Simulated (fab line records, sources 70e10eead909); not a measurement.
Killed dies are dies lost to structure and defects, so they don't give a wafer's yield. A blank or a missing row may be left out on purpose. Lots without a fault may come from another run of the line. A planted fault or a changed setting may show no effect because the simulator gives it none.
Problem report in the 8D (eight disciplines) form, filled by code | flow nand_harc | the parts of the form that need people (team, actions taken, sign-off) are left out

1. THE PROBLEM
killed_at_periphery at NHARC_END_SORT_01 reads a mean of 296 on 6 wafers of 2 lots; wafers without a fault read 4 with a standard deviation of 3.2. That is +91 standard deviations from the usual mean.
First seen on wafer L322.2, day 31 19:13, on prober-01. The record holds 6 wafers of 2 lots with a number at this step. Rule for "out", or "out of limits": more than 4 standard deviations from the usual mean. The other wafers with a number count as sound.

2. WHAT IT IS AND WHAT IT IS NOT
question                    | is                                                     | is not
which readings at this step | killed_at_periphery, defect_limited_yield, killed_dies | killed_at_other, killed_open, killed_short
which lots                  | L322, L323                                             | -
which wafers of those lots  | all that have a number                                 | -
read on which gauges        | prober-01, prober-02                                   | -
when                        | from day 31 19:13                                      | up to then (0 sound wafers)

3. SUSPECTS, AND WHAT RULES EACH OUT
Counting: a tool at a process step up to the reading stays a suspect if it ran every lot that is out and no sound lot after the first of them.
- the gauge at NHARC_END_SORT_01: ruled out. The wafers that are out were read on 2 gauges (prober-01, prober-02).
- ecd_cu-01 at NHARC_P_M2_ECD_22 (material Cu, target thk 400 nm): kept. It ran every lot that is out, first L322 (day 14 01:26), and no sound lot after that.
Left after counting: ecd_cu-01 at NHARC_P_M2_ECD_22.

4. THE CAUSE (what the simulator had put in)
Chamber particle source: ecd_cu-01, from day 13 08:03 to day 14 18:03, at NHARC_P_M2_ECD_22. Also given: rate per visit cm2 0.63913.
Counting left only this tool.

5. THE CHAIN OF EFFECTS, in route order
Each row: a reading whose mean over the struck wafers that have a number lies more than 3 standard deviations from the usual. Only readings for which the record gives a usual standard deviation are gone through. hours: the time from each lot's start at the first step in this table that gives one to its start at this step, as a median over the lots. sigmas: the change in usual standard deviations.
hours | step              | reading              | usual  | on struck wafers | change | sigmas
0     | NHARC_END_SORT_01 | defect_limited_yield | 90.9 % | 50.1             | -40.8  | -17
0     | NHARC_END_SORT_01 | killed_at_periphery  | 4      | 296              | +292   | +91
0     | NHARC_END_SORT_01 | killed_dies          | 61     | 338              | +277   | +17

6. WHAT WOULD HAVE CAUGHT IT SOONER
In this record the first reading out of limits at a measuring or inspecting step was taken at day 31 19:13, 443 hours after the fault began at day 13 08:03.
Of the tool readings at NHARC_P_M2_ECD_22 for which the record gives a usual standard deviation, none was out on any struck wafer, so an alarm limit of 4 standard deviations on them would not have fired.
All the lots that are out (2) had begun NHARC_P_M2_ECD_22 on ecd_cu-01 by day 31 19:13. A hold on the tool at that time would have spared none of them.
